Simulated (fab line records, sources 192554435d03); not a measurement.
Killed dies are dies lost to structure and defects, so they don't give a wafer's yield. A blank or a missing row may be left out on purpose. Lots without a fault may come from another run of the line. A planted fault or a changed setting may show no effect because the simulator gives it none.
fab line records | flow n5_finfet
record lots=11 wafers=32 last_day=17
route steps=1938 shown BEOL_M14@1763 BEOL_M15@1774 PASSIVATION@1936
lots that met no fault: from a run of the same line without faults
start_h: hours from the record's first day to the start of the lot's first wafer shown | wait_h: hours since the lot's step before | " the same as in the row above | L1.1+2: a row that stands for several wafers | - no value, or no start given | * or withheld: withheld | < > ~ a bound
route shown NAME@n: a module of which the file shows steps, and the number in the route of the first | usual: mean/standard deviation of fault-free wafers | same: alike in all rows | chamber/n: place in a boat | sites: the reading at each site | _std_site: their standard deviation | _edge_site: outer sites' mean less inner sites' | radius_mm: how far each site lies from the wafer's centre | mask NAME#n: copy n | behind: the tool/chamber that last shaped the wafer | hold: why the lot was held/for how many hours/how that ended | device: the transistor (n, p or np) that didn't switch | end of line: the same wafers' tests at the end of the route | a step without rows: its recipe alone | killed: dies lost to structure and defects at the first sort, not the wafer's yield | map: a wafer's dies, x killed, . not, _ none there
set.NAME: the setting as run; set.NAME@STEP: as run at that earlier step | model.NAME: the simulator's own value behind a step, which no gauge read
steps of the route over a sample of lots; a table a step, a row a wafer
services: from which hour (start_h, from the record's first day; less than 0 if before it) a tool's chamber was out of use, for how many hours, and why
## steps
# step N5_BEOL_M14_SPUTTER_44
# recipe material=Ta target_thk_a=150 temp_c=50 bias_v=80 power_w=15000 chamber_pressure_pa=0.07 time_s=24.19
# usual bias_v=79.9/0.76 throttle_valve_pct=29.8/1.1
# columns lot.wafer tool chamber start_h wait_h bias_v throttle_valve_pct
L278.1 pvd_sputter-01 - 247.73 0.0 79.3 29.9
L278.5 " - " " 80.0 29.3
L278.6 " - " " 78.1 29.9
L280.3 pvd_sputter-02 - 279.97 0.0 80.0 29.7
L280.5 " - " " 80.2 29.4
L282.1 pvd_sputter-01 - 280.35 0.0 80.3 29.6
L282.3 " - " " 80.3 29.9
L282.5 " - " " 79.0 29.8
L287.1 pvd_sputter-02 - 302.65 0.0 80.1 29.7
L287.2 " - " " 79.7 28.7
L287.3 " - " " 80.2 31.5
L288.2 pvd_sputter-02 - 348.29 0.0 80.2 29.8
L288.4 " - " " 80.4 31.3
L288.5 " - " " 80.5 31.4
L292.3 pvd_sputter-02 - 348.95 0.0 80.0 31.3
L292.4 " - " " 80.2 29.6
L292.5 " - " " 79.7 29.8
L290.1 pvd_sputter-02 - 349.47 0.0 80.1 29.6
L290.3 " - " " 79.6 29.9
L290.4 " - " " 78.8 28.8
L294.2 pvd_sputter-02 - 352.11 0.0 78.7 29.8
L294.5 " - " " 80.0 31.3
L294.6 " - " " 80.2 28.6
L295.2 pvd_sputter-01 - 374.57 0.0 79.3 29.7
L295.5 " - " " 80.1 31.1
L295.6 " - " " 78.2 29.9
L297.3 pvd_sputter-03 - 374.62 0.0 78.5 29.7
L297.4 " - " " 81.5 31.8
L297.6 " - " " 81.0 28.6
L301.1 pvd_sputter-03 - 401.21 0.0 79.3 29.7
L301.3 " - " " 79.1 28.6
L301.6 " - " " 78.7 29.7
# step N5_BEOL_M15_THK_MEAS_01
# recipe reads=SiO2_of_BEOL_M15_ILD_DEP_00
# usual M15_ILD_THK=1622/26
# columns lot.wafer tool chamber start_h wait_h M15_ILD_THK[nm]
L278.1 film_metro-02 - 249.17 0.1 1601
L278.5 " - " " 1615
L278.6 " - " " 1644
L280.3 film_metro-02 - 281.41 0.1 1591
L280.5 " - " " 1619
L282.1 film_metro-02 - 281.78 0.1 1600
L282.3 " - " " 1610
L282.5 " - " " 1625
L287.1 film_metro-01 - 304.07 0.1 1588
L287.2 " - " " 1633
L287.3 " - " " 1591
L288.2 film_metro-02 - 349.87 0.1 1605
L288.4 " - " " 1620
L288.5 " - " " 1626
L292.3 film_metro-01 - 350.39 0.1 1563
L292.4 " - " " 1598
L292.5 " - " " 1651
L290.1 film_metro-01 - 350.93 0.1 1607
L290.3 " - " " 1574
L290.4 " - " " 1635
L294.2 film_metro-02 - 353.64 0.1 1632
L294.5 " - " " 1616
L294.6 " - " " 1668
L295.2 film_metro-01 - 376.08 0.1 1593
L295.5 " - " " 1624
L295.6 " - " " 1623
L297.3 film_metro-01 - 376.11 0.1 1641
L297.4 " - " " 1689
L297.6 " - " " 1661
L301.1 film_metro-02 - 402.74 0.2 1589
L301.3 " - " " 1613
L301.6 " - " " 1624
# step N5_BEOL_M15_ETCH_59
# recipe chemistry=N2/H2 target=BARC target_depth_a=890 overetch_a=267 time_s=67.9 ion_energy_ev=200 pressure_mtorr=30 source_w=840 bias_w=150 n2_flow_sccm=200 h2_flow_sccm=200
# usual chamber_pressure_mTorr=30.000/0.028 drypump_motor_current_A=5.5/0.36 oes_product_au=0.69/0.066 rf_vpp_V=523.7/2.5 showerhead_plenum_p_Torr=2.54/0.097 throttle_valve_pct=17.94/0.22
# columns lot.wafer tool chamber start_h wait_h chamber_pressure_mTorr drypump_motor_current_A oes_product_au rf_hours_counter_h rf_vpp_V showerhead_plenum_p_Torr throttle_valve_pct
L278.1 rie_diel-06 1 249.60 0.0 30.013 5.5 0.70 82 522.5 2.46 18.06
L278.5 " 0 " " 30.046 5.6 0.62 - 526.8 2.66 18.11
L278.6 " 1 " " 29.974 5.4 0.70 - 522.2 2.46 18.06
L280.3 rie_diel-04 0 281.96 0.0 29.983 5.6 0.71 79 521.7 2.47 17.87
L280.5 " 0 " " 30.004 5.6 0.71 - 522.2 2.47 17.86
L282.1 rie_diel-06 2 282.33 0.0 30.033 6.1 0.64 159 523.6 2.55 18.00
L282.3 " 0 " " 30.006 5.6 0.62 184 526.7 2.65 18.14
L282.5 " 3 " " 30.019 5.2 0.72 - 529.1 2.71 17.77
L287.1 rie_diel-06 1 304.62 0.0 29.997 5.4 0.69 99 523.3 2.46 18.10
L287.2 " 0 " " 29.974 5.6 0.61 191 526.0 2.65 18.15
L287.3 " 3 " " 29.992 5.2 0.70 71 528.1 2.71 17.80
L288.2 rie_diel-06 0 350.42 0.0 29.986 5.6 0.60 202 526.8 2.65 18.17
L288.4 " 2 " " 30.038 6.1 0.63 176 524.0 2.54 18.03
L288.5 " 1 " " 29.925 5.4 0.67 - 520.3 2.45 18.11
L292.3 rie_diel-04 2 350.94 0.0 29.995 5.7 0.59 212 519.7 2.40 17.83
L292.4 " 1 " " 29.945 5.0 0.77 24 523.4 2.49 17.70
L292.5 " 0 " " 29.996 5.6 0.69 - 521.7 2.46 17.88
L290.1 rie_diel-06 0 351.51 0.0 29.946 5.6 0.61 202 526.8 2.65 18.17
L290.3 " 1 " " 29.992 5.4 0.67 112 523.0 2.45 18.11
L290.4 " 3 " " 30.029 5.2 0.70 85 527.5 2.70 17.79
L294.2 rie_diel-04 3 354.69 0.0 29.964 5.4 0.59 248 525.6 2.62 18.08
L294.5 " 0 " " 29.979 5.7 0.70 - 522.9 2.46 17.90
L294.6 " 3 " " 30.015 5.4 0.59 - 525.1 2.62 18.06
L295.2 rie_diel-04 2 376.63 0.0 30.004 5.7 0.59 222 519.8 2.40 17.83
L295.5 " 1 " " 30.015 5.0 0.75 - 523.0 2.48 17.73
L295.6 " 2 " " 29.974 5.7 0.59 - 519.9 2.40 17.84
L297.3 rie_diel-02 2 376.79 0.0 30.025 5.8 0.72 73 521.3 2.45 17.53
L297.4 " 3 " " 29.995 5.7 0.69 102 526.1 2.68 18.37
L297.6 " 2 " " 29.994 5.8 0.72 - 522.1 2.46 17.53
L301.1 rie_diel-02 1 403.29 0.0 30.004 6.0 0.79 13 522.5 2.47 17.64
L301.3 " 0 " " 29.965 4.8 0.74 47 521.7 2.50 18.03
L301.6 " 3 " " 30.039 5.7 0.68 - 526.8 2.68 18.38
# step N5_BEOL_M15_STRIP_63
# recipe chemistry=O2 power_w=600 temp_c=60 pressure_mtorr=30 rf_frequency_hz=6e+07 bias_power_w=0 overash_fraction=0.3 o2_flow_sccm=225
# usual chamber_pressure_mTorr=29.99/0.06 drypump_motor_current_A=5.5/0.36 oes_product_au=0.80/0.079 rf_vpp_V=3.6/0.71 showerhead_plenum_p_Torr=2.10/0.07 throttle_valve_pct=16.72/0.2
# columns lot.wafer tool chamber start_h wait_h chamber_pressure_mTorr drypump_motor_current_A oes_product_au rf_hours_counter_h rf_vpp_V showerhead_plenum_p_Torr throttle_valve_pct
L278.1 rie_diel-06 1 249 - 29.97 5.4 0.83 83 3.8 2.03 16.85
L278.5 " 0 " " 30.05 5.6 0.74 - 3.2 2.17 16.73
L278.6 " 1 " " 30.02 5.4 0.82 - 4.0 2.03 16.87
L280.3 rie_diel-04 0 282 - 30.01 5.6 0.81 80 3.4 2.06 16.72
L280.5 " 0 " " 30.05 5.6 0.81 - 3.4 2.06 16.73
L282.1 rie_diel-06 2 282 - 29.97 6.1 0.75 159 3.0 2.10 16.78
L282.3 " 0 " " 30.03 5.5 0.72 184 3.3 2.17 16.75
L282.5 " 3 " " 29.96 5.2 0.83 - 4.3 2.20 16.36
L287.1 rie_diel-06 1 304 - 29.98 5.4 0.81 99 3.4 2.03 16.87
L287.2 " 0 " " 30.03 5.6 0.72 191 4.5 2.17 16.76
L287.3 " 3 " " 30.00 5.2 0.83 71 2.9 2.20 16.38
L288.2 rie_diel-06 0 350 - 29.95 5.5 0.71 202 4.2 2.16 16.77
L288.4 " 2 " " 29.91 6.1 0.75 176 3.6 2.10 16.82
L288.5 " 1 " " 20.96 5.4 0.79 - 4.1 2.02 16.92
L292.3 rie_diel-04 2 351 - 29.96 5.7 0.68 212 4.3 2.00 16.82
L292.4 " 1 " " 29.95 5.0 0.90 24 3.7 2.04 16.53
L292.5 " 0 " " 30.06 5.6 0.79 - 4.4 2.06 16.74
L290.1 rie_diel-06 0 351 - 29.95 5.6 0.71 202 3.5 2.16 16.77
L290.3 " 1 " " 20.99 5.4 0.79 112 3.1 2.02 16.88
L290.4 " 3 " " 30.04 5.2 0.80 85 3.2 2.19 16.40
L294.2 rie_diel-04 3 354 - 30.06 5.4 0.69 248 4.7 2.17 16.97
L294.5 " 0 355 - 29.99 5.7 0.79 - 5.2 2.06 16.74
L294.6 " 3 " " 30.00 5.4 0.69 - 4.1 2.17 16.97
L295.2 rie_diel-04 2 376 - 29.94 5.7 0.67 223 2.9 2.00 16.83
L295.5 " 1 " " 29.97 5.0 0.88 - 3.4 2.04 16.52
L295.6 " 2 " " 30.01 5.7 0.67 - 3.1 2.00 16.85
L297.3 rie_diel-02 2 377 - 30.05 5.8 0.83 73 3.6 2.04 16.42
L297.4 " 3 " " 29.97 5.7 0.79 102 3.5 2.22 17.06
L297.6 " 2 " " 30.03 5.8 0.83 - 4.3 2.05 16.43
L301.1 rie_diel-02 1 403 - 29.89 5.9 0.95 13 2.9 2.09 16.67
L301.3 " 0 " " 29.99 4.7 0.88 47 3.1 2.06 16.69
L301.6 " 3 " " 30.00 5.7 0.78 - 3.5 2.22 17.08
# step N5_PASSIVATION_PROBE_49
# usual defect_limited_yield=91.0/1.4 killed_at_M0_to_M3=35/10 killed_at_M4_up=14/5.5 killed_at_contacts=13/5.6 killed_at_front_end=41/11 killed_at_other=4/3.4 killed_dies=106/16 killed_open=68/12 killed_short=35/7.3 sort_bin_4_leakage=0.3/2.1 sort_bin_5_function=5.3/0.89 sort_bin_6_memory=3.4/0.67 sort_bin_8_speed=0.01/0.11 sort_n_pass=1070/28 sort_yield_pct=90.7/2.4
# same gross_dies=1180 killed_at_back_side=0
# columns lot.wafer tool chamber start_h wait_h defect_limited_yield[%] killed_at_M0_to_M3 killed_at_M4_up killed_at_contacts killed_at_front_end killed_at_other killed_dies killed_open killed_short sort_bin_4_leakage[%] sort_bin_5_function[%] sort_bin_6_memory[%] sort_bin_8_speed[%] sort_n_pass sort_yield_pct[%]
L278.1 prober-02 - 269.75 0.0 91.7 26 22 6 38 6 98 57 38 0 4.9 2.8 0 1082 91.7
L278.5 prober-02 - 269.95 0.2 92.0 23 15 1 44 11 94 54 34 0 4.2 3.3 0 1086 92.0
L278.6 prober-02 - 270.00 0.3 90.3 38 17 11 43 5 114 80 28 0 5.6 4.0 0 1066 90.3
L280.3 prober-01 - 303.50 0.1 90.0 39 10 25 42 2 118 82 35 0 6.3 3.4 0 1062 90.0
L280.5 prober-01 - 303.60 0.2 88.9 31 15 12 67 6 131 91 40 0 6.7 4.1 0 1049 88.9
L282.1 prober-02 - 304.63 0.0 91.4 34 18 24 25 1 102 65 34 0 5.2 3.3 0 1078 91.4
L282.3 prober-02 - 304.73 0.1 91.0 38 11 14 35 8 106 68 37 0.3 5.0 3.4 0 1071 90.8
L282.5 prober-02 - 304.83 0.2 90.8 40 16 9 43 0 108 78 28 0 6.2 3.0 0 1072 90.8
L287.1 prober-01 - 320.67 0.0 89.3 42 21 6 56 1 126 94 30 0 7.0 3.5 0 1054 89.3
L287.2 prober-01 - 320.72 0.1 91.2 39 23 11 30 1 104 76 24 0 5.6 3.1 0 1076 91.2
L287.3 prober-01 - 320.77 0.1 89.3 26 20 14 64 2 126 83 38 0 5.8 4.5 0 1054 89.3
L288.2 prober-02 - 372.05 0.1 89.3 33 24 14 55 0 126 88 33 0.3 5.5 4.5 0 1051 89.1
L288.4 prober-02 - 372.15 0.2 91.1 37 12 18 35 3 105 70 30 0 4.8 3.4 0 1075 91.1
L288.5 prober-02 - 372.20 0.2 90.9 21 21 17 44 4 107 77 25 0 5.2 3.6 0 1073 90.9
L292.3 prober-01 - 373.44 0.1 88.2 52 10 8 67 2 139 101 37 0 6.4 5.1 0 1041 88.2
L292.4 prober-01 - 373.49 0.2 91.7 30 8 11 45 4 98 61 37 0 4.7 3.1 0 1082 91.7
L292.5 prober-01 - 373.54 0.2 88.7 52 7 22 50 2 133 76 56 0 6.7 4.2 0.08 1047 88.7
L290.1 prober-02 - 376.48 0.0 90.9 43 8 8 47 1 107 77 27 0 5.0 3.9 0 1073 90.9
L290.3 prober-02 - 376.58 0.1 93.9 20 8 19 22 3 72 56 14 0 3.6 2.3 0 1108 93.9
L290.4 prober-02 - 376.63 0.2 92.1 32 8 13 40 0 93 62 29 0 4.7 3.1 0 1087 92.1
L294.2 prober-02 - 380.61 0.1 87.3 54 15 24 51 6 150 93 52 0 7.5 4.6 0 1030 87.3
L294.5 prober-02 - 380.76 0.2 89.8 56 13 16 31 4 120 74 39 0 5.8 3.5 0 1060 89.8
L294.6 prober-02 - 380.81 0.3 90.3 37 22 17 36 3 115 72 37 0 5.6 4.0 0 1065 90.3
L295.2 prober-02 - 397.65 0.1 92.0 37 12 7 31 7 94 68 25 0.1 4.7 3.2 0 1085 91.9
L295.5 prober-02 - 397.80 0.2 91.4 36 10 11 37 8 102 63 36 0 4.9 3.6 0 1078 91.4
L295.6 prober-02 - 397.85 0.3 92.5 38 9 10 28 4 89 53 35 0 3.5 3.9 0 1091 92.5
L297.3 prober-02 - 403.12 0.1 89.8 43 13 7 50 7 120 83 35 0 6.4 3.2 0 1060 89.8
L297.4 prober-02 - 403.17 0.2 90.7 42 10 9 44 5 110 67 42 0 5.3 3.7 0 1070 90.7
L297.6 prober-02 - 403.27 0.3 91.8 27 9 13 44 4 97 59 36 0 5.8 1.9 0 1083 91.8
L301.1 prober-02 - 419.53 0.0 92.7 28 13 13 31 1 86 54 30 0 4.1 3.1 0 1094 92.7
L301.3 prober-02 - 419.63 0.1 90.0 32 16 28 37 5 118 73 42 0 5.8 3.7 0 1062 90.0
L301.6 prober-02 - 419.78 0.3 91.9 28 21 8 34 4 95 67 27 0 4.7 2.9 0 1085 91.9
# killed by level:class
L278.1 STI_FIN_REVEAL:geometric_particle:open=14 BEOL_M4:geometric_particle:open=13 STI_FIN_REVEAL:geometric_particle:short=7 BEOL_M0_SAQP:geometric_particle:short=7 GATE_CUT:geometric_particle:short=6 MOL_CONTACT_COAG:geometric_particle:open=4 BEOL_M0_SAQP:geometric_particle:open=4 BEOL_M1:geometric_particle:open=4
L278.5 STI_FIN_REVEAL:geometric_particle:open=14 BEOL_M0_SAQP:geometric_particle:open=6 FIN_SAQP:geometric_particle:short=5 DUMMY_GATE:geometric_particle:open=5 BEOL_M1:geometric_particle:open=5 BEOL_M3:geometric_particle:open=5 STI_FIN_REVEAL:geometric_particle:short=4 GATE_CUT:geometric_particle:short=4
L278.6 STI_FIN_REVEAL:geometric_particle:open=17 BEOL_M3:geometric_particle:open=12 BEOL_M4:geometric_particle:open=11 MOL_CONTACT_COAG:geometric_particle:open=7 BEOL_M0_SAQP:geometric_particle:open=7 BEOL_M1:geometric_particle:open=6 GATE_CUT:geometric_particle:short=5 BEOL_M0_SAQP:geometric_particle:short=5
L280.3 MOL_CONTACT_COAG:geometric_particle:open=19 BEOL_M2:geometric_particle:open=12 STI_FIN_REVEAL:geometric_particle:open=11 BEOL_M3:geometric_particle:open=8 BEOL_M2:geometric_particle:short=7 FIN_SAQP:geometric_particle:short=6 MOL_CONTACT_COAG:geometric_particle:short=6 FIN_SAQP:geometric_particle:open=5
L280.5 STI_FIN_REVEAL:geometric_particle:open=25 FIN_SAQP:geometric_particle:short=10 BEOL_M2:geometric_particle:open=8 BEOL_M5:geometric_particle:open=8 FIN_SAQP:geometric_particle:open=7 DUMMY_GATE:geometric_particle:open=7 MOL_CONTACT_COAG:geometric_particle:open=7 BEOL_M0_SAQP:geometric_particle:open=7
L282.1 MOL_CONTACT_COAG:geometric_particle:open=19 BEOL_M0_SAQP:geometric_particle:open=7 BEOL_M0_SAQP:geometric_particle:short=7 STI_FIN_REVEAL:geometric_particle:open=6 BEOL_M2:geometric_particle:open=6 BEOL_M4:geometric_particle:open=6 FIN_SAQP:geometric_particle:short=5 FIN_SAQP:geometric_particle:open=4
L282.3 MOL_CONTACT_COAG:geometric_particle:open=11 BEOL_M2:geometric_particle:open=11 FIN_SAQP:geometric_particle:short=9 BEOL_M0_SAQP:geometric_particle:open=8 STI_FIN_REVEAL:geometric_particle:open=7 BEOL_M1:geometric_particle:open=7 BEOL_M2:geometric_particle:short=6 GATE_CUT:geometric_particle:short=5
L282.5 BEOL_M1:geometric_particle:open=14 BEOL_M4:geometric_particle:open=10 MOL_CONTACT_COAG:geometric_particle:open=8 STARTING-WAFER:geometric_particle:open=8 BEOL_M2:geometric_particle:open=8 FIN_SAQP:geometric_particle:open=7 FIN_SAQP:geometric_particle:short=6 STI_FIN_REVEAL:geometric_particle:open=6
L287.1 FIN_SAQP:geometric_particle:open=19 BEOL_M4:geometric_particle:open=11 BEOL_M1:geometric_particle:open=10 STI_FIN_REVEAL:geometric_particle:open=9 BEOL_M0_SAQP:geometric_particle:open=8 GATE_CUT:geometric_particle:short=7 BEOL_M0_SAQP:geometric_particle:short=7 FIN_SAQP:geometric_particle:short=6
L287.2 BEOL_M4:geometric_particle:open=13 MOL_CONTACT_COAG:geometric_particle:open=9 BEOL_M1:geometric_particle:open=8 FIN_SAQP:geometric_particle:open=7 BEOL_M3:geometric_particle:open=7 BEOL_M0_SAQP:geometric_particle:short=6 FIN_SAQP:geometric_particle:short=5 GATE_CUT:geometric_particle:open=5
L287.3 FIN_SAQP:geometric_particle:open=18 STI_FIN_REVEAL:geometric_particle:open=12 MOL_CONTACT_COAG:geometric_particle:open=9 BEOL_M4:geometric_particle:open=9 FIN_SAQP:geometric_particle:short=8 DUMMY_GATE:geometric_particle:open=7 BEOL_M1:geometric_particle:open=6 MOL_CONTACT_COAG:geometric_particle:short=5
L288.2 FIN_SAQP:geometric_particle:open=13 MOL_CONTACT_COAG:geometric_particle:open=13 BEOL_M4:geometric_particle:open=12 BEOL_M2:geometric_particle:open=10 FIN_SAQP:geometric_particle:short=8 BEOL_M0_SAQP:geometric_particle:short=6 STI_FIN_REVEAL:geometric_particle:open=5 STARTING-WAFER:geometric_particle:open=5
L288.4 BEOL_M1:geometric_particle:open=16 MOL_CONTACT_COAG:geometric_particle:open=15 BEOL_M0_SAQP:geometric_particle:short=8 STI_FIN_REVEAL:geometric_particle:open=7 DUMMY_GATE:geometric_particle:open=5 BEOL_M4:geometric_particle:open=5 BEOL_M3:geometric_particle:open=4 HKMG_FIN:area_etch=4
L288.5 MOL_CONTACT_COAG:geometric_particle:open=12 BEOL_M4:geometric_particle:open=11 DUMMY_GATE:geometric_particle:open=10 STI_FIN_REVEAL:geometric_particle:open=9 BEOL_M0_SAQP:geometric_particle:open=5 MOL_CONTACT_COAG:geometric_particle:short=4 BEOL_M0_SAQP:geometric_particle:short=4 BEOL_M2:geometric_particle:open=4
L292.3 STI_FIN_REVEAL:geometric_particle:open=23 BEOL_M0_SAQP:geometric_particle:open=13 BEOL_M1:geometric_particle:open=11 BEOL_M2:geometric_particle:open=10 FIN_SAQP:geometric_particle:open=9 MOL_CONTACT_COAG:geometric_particle:open=8 ILD0:geometric_particle:open=7 BEOL_M0_SAQP:geometric_particle:short=7
L292.4 FIN_SAQP:geometric_particle:open=11 MOL_CONTACT_COAG:geometric_particle:open=9 STI_FIN_REVEAL:geometric_particle:open=7 BEOL_M4:geometric_particle:open=7 BEOL_M0_SAQP:geometric_particle:short=6 FIN_SAQP:geometric_particle:short=5 BEOL_M2:geometric_particle:open=5 BEOL_M3:geometric_particle:open=5
L292.5 BEOL_M0_SAQP:geometric_particle:short=20 MOL_CONTACT_COAG:geometric_particle:open=18 FIN_SAQP:geometric_particle:open=11 GATE_CUT:geometric_particle:short=9 BEOL_M0_SAQP:geometric_particle:open=9 FIN_SAQP:geometric_particle:short=8 BEOL_M1:geometric_particle:open=7 BEOL_M2:geometric_particle:open=6
L290.1 STI_FIN_REVEAL:geometric_particle:open=19 BEOL_M3:geometric_particle:open=12 BEOL_M2:geometric_particle:open=11 BEOL_M1:geometric_particle:open=8 MOL_CONTACT_COAG:geometric_particle:open=5 STI_FIN_REVEAL:geometric_particle:short=4 GATE_CUT:geometric_particle:short=4 FIN_SAQP:geometric_particle:short=3
L290.3 MOL_CONTACT_COAG:geometric_particle:open=16 STI_FIN_REVEAL:geometric_particle:open=7 BEOL_M1:geometric_particle:open=5 BEOL_M0_SAQP:geometric_particle:open=4 BEOL_M0:geometric_particle:open=4 BEOL_M3:geometric_particle:open=4 FIN_SAQP:geometric_particle:open=3 BEOL_M0_SAQP:geometric_particle:short=3
L290.4 BEOL_M1:geometric_particle:open=15 FIN_SAQP:geometric_particle:open=14 FIN_SAQP:geometric_particle:short=10 MOL_CONTACT_COAG:geometric_particle:open=7 BEOL_M0_SAQP:geometric_particle:short=7 STI_FIN_REVEAL:geometric_particle:open=5 MOL_CONTACT_COAG:geometric_particle:short=4 GATE_CUT:geometric_particle:short=3
L294.2 BEOL_M0_SAQP:geometric_particle:short=19 MOL_CONTACT_COAG:geometric_particle:open=18 BEOL_M0_SAQP:geometric_particle:open=16 FIN_SAQP:geometric_particle:open=14 BEOL_M2:geometric_particle:open=13 FIN_SAQP:geometric_particle:short=9 BEOL_M4:geometric_particle:open=8 MOL_CONTACT_COAG:geometric_particle:short=6
L294.5 BEOL_M0_SAQP:geometric_particle:short=20 MOL_CONTACT_COAG:geometric_particle:open=14 BEOL_M0_SAQP:geometric_particle:open=13 BEOL_M4:geometric_particle:open=7 BEOL_M1:geometric_particle:open=7 BEOL_M2:geometric_particle:open=7 DUMMY_GATE:geometric_particle:open=5 HKMG_FIN:area_etch=5
L294.6 MOL_CONTACT_COAG:geometric_particle:open=15 BEOL_M0_SAQP:geometric_particle:open=11 BEOL_M2:geometric_particle:open=9 FIN_SAQP:geometric_particle:short=8 BEOL_M0_SAQP:geometric_particle:short=8 BEOL_M4:geometric_particle:open=7 STI_FIN_REVEAL:geometric_particle:open=6 FIN_SAQP:geometric_particle:open=4
L295.2 BEOL_M1:geometric_particle:open=11 BEOL_M2:geometric_particle:open=9 BEOL_M0_SAQP:geometric_particle:open=7 STI_FIN_REVEAL:geometric_particle:open=6 MOL_CONTACT_COAG:geometric_particle:open=6 DUMMY_GATE:geometric_particle:open=6 BEOL_M3:geometric_particle:open=4 STARTING-WAFER:geometric_particle:open=4
L295.5 BEOL_M1:geometric_particle:open=10 BEOL_M3:geometric_particle:open=8 MOL_CONTACT_COAG:geometric_particle:open=8 STI_FIN_REVEAL:geometric_particle:open=7 FIN_SAQP:geometric_particle:short=5 STI_FIN_REVEAL:geometric_particle:short=4 SPACER0:geometric_particle:open=4 BEOL_M0_SAQP:geometric_particle:short=4
L295.6 BEOL_M0_SAQP:geometric_particle:short=12 BEOL_M2:geometric_particle:open=8 MOL_CONTACT_COAG:geometric_particle:open=7 BEOL_M1:geometric_particle:open=7 BEOL_M0_SAQP:geometric_particle:open=6 DUMMY_GATE:geometric_particle:open=5 FIN_SAQP:geometric_particle:open=4 GATE_CUT:geometric_particle:short=4
L297.3 FIN_SAQP:geometric_particle:open=18 BEOL_M0_SAQP:geometric_particle:open=12 FIN_SAQP:geometric_particle:short=10 BEOL_M0:geometric_particle:open=8 BEOL_M0_SAQP:geometric_particle:short=7 BEOL_M2:geometric_particle:open=7 STI_FIN_REVEAL:geometric_particle:open=6 MOL_CONTACT_COAG:geometric_particle:open=6
L297.4 FIN_SAQP:geometric_particle:short=14 BEOL_M0_SAQP:geometric_particle:open=11 BEOL_M2:geometric_particle:open=11 STI_FIN_REVEAL:geometric_particle:open=10 BEOL_M0_SAQP:geometric_particle:short=10 MOL_CONTACT_COAG:geometric_particle:open=8 BEOL_M4:geometric_particle:open=5 STARTING-WAFER:geometric_particle:open=4
L297.6 FIN_SAQP:geometric_particle:open=11 BEOL_M0_SAQP:geometric_particle:short=10 MOL_CONTACT_COAG:geometric_particle:open=8 STARTING-WAFER:geometric_particle:short=6 FIN_SAQP:geometric_particle:short=5 MOL_CONTACT_COAG:geometric_particle:short=5 BEOL_M0_SAQP:geometric_particle:open=5 BEOL_M2:geometric_particle:open=5
L301.1 BEOL_M1:geometric_particle:open=11 DUMMY_GATE:geometric_particle:open=8 FIN_SAQP:geometric_particle:short=7 MOL_CONTACT_COAG:geometric_particle:open=7 STI_FIN_REVEAL:geometric_particle:open=5 MOL_CONTACT_COAG:geometric_particle:short=5 BEOL_M0_SAQP:geometric_particle:open=5 BEOL_M1:geometric_particle:short=4
L301.3 MOL_CONTACT_COAG:geometric_particle:open=22 BEOL_M0_SAQP:geometric_particle:short=11 FIN_SAQP:geometric_particle:short=9 BEOL_M4:geometric_particle:open=8 DUMMY_GATE:geometric_particle:open=7 BEOL_M0_SAQP:geometric_particle:open=7 FIN_SAQP:geometric_particle:open=6 MOL_CONTACT_COAG:geometric_particle:short=5
L301.6 BEOL_M4:geometric_particle:open=9 DUMMY_GATE:geometric_particle:open=8 STI_FIN_REVEAL:geometric_particle:open=7 MOL_CONTACT_COAG:geometric_particle:open=6 BEOL_M0_SAQP:geometric_particle:short=5 BEOL_M1:geometric_particle:open=5 BEOL_M2:geometric_particle:open=5 BEOL_M3:geometric_particle:open=5
## services
# columns tool chamber start_h hours kind
rie_diel-04 2 228.08 2.4 repair
rie_diel-02 0 234.65 - clean
rie_diel-02 0 234.65 - consumable_replace:focus_ring
rie_diel-02 0 234.65 19.3 scheduled_down
rie_diel-02 0 234.65 19.3 vent_cycle
rie_diel-04 1 249.86 - clean
rie_diel-04 1 249.86 - consumable_replace:focus_ring
rie_diel-04 1 249.86 12.2 scheduled_down
rie_diel-04 1 249.86 12.2 vent_cycle
rie_diel-06 2 299.45 8.1 repair
pvd_sputter-03 - 316.53 4.6 repair
rie_diel-06 0 337.05 4.8 repair
rie_diel-02 1 338.56 - clean
rie_diel-02 1 338.56 - consumable_replace:focus_ring
rie_diel-02 1 338.56 16.8 scheduled_down
rie_diel-02 1 338.56 16.8 vent_cycle
pvd_sputter-02 - 361.06 3.8 repair
rie_diel-04 3 361.23 - clean
rie_diel-04 3 361.23 - consumable_replace:focus_ring
rie_diel-04 2 388.56 11.7 repair
pvd_sputter-01 - 402.82 1.1 repair
## key
first_sign step=N5_BEOL_M15_STRIP_63 reading=chamber_pressure_mTorr direction=down sigmas=99+ usual=* struck=*
effect none on later readings
met_at N5_BEOL_M15_STRIP_63
struck_lots L288,L290
struck_wafers L288.5,L290.3
not_acting_at N5_BEOL_M14_SPUTTER_44,N5_BEOL_M15_THK_MEAS_01,N5_BEOL_M15_ETCH_59
onset_between 304 350
fault kind=process_parameter_drift tool=rie_diel-06 chamber=1 onset_h=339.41 steps=N5_BEOL_M15_STRIP_63 channel=pressure_mtorr offset=* shape=step end_h=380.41 acts_in=* stated=*
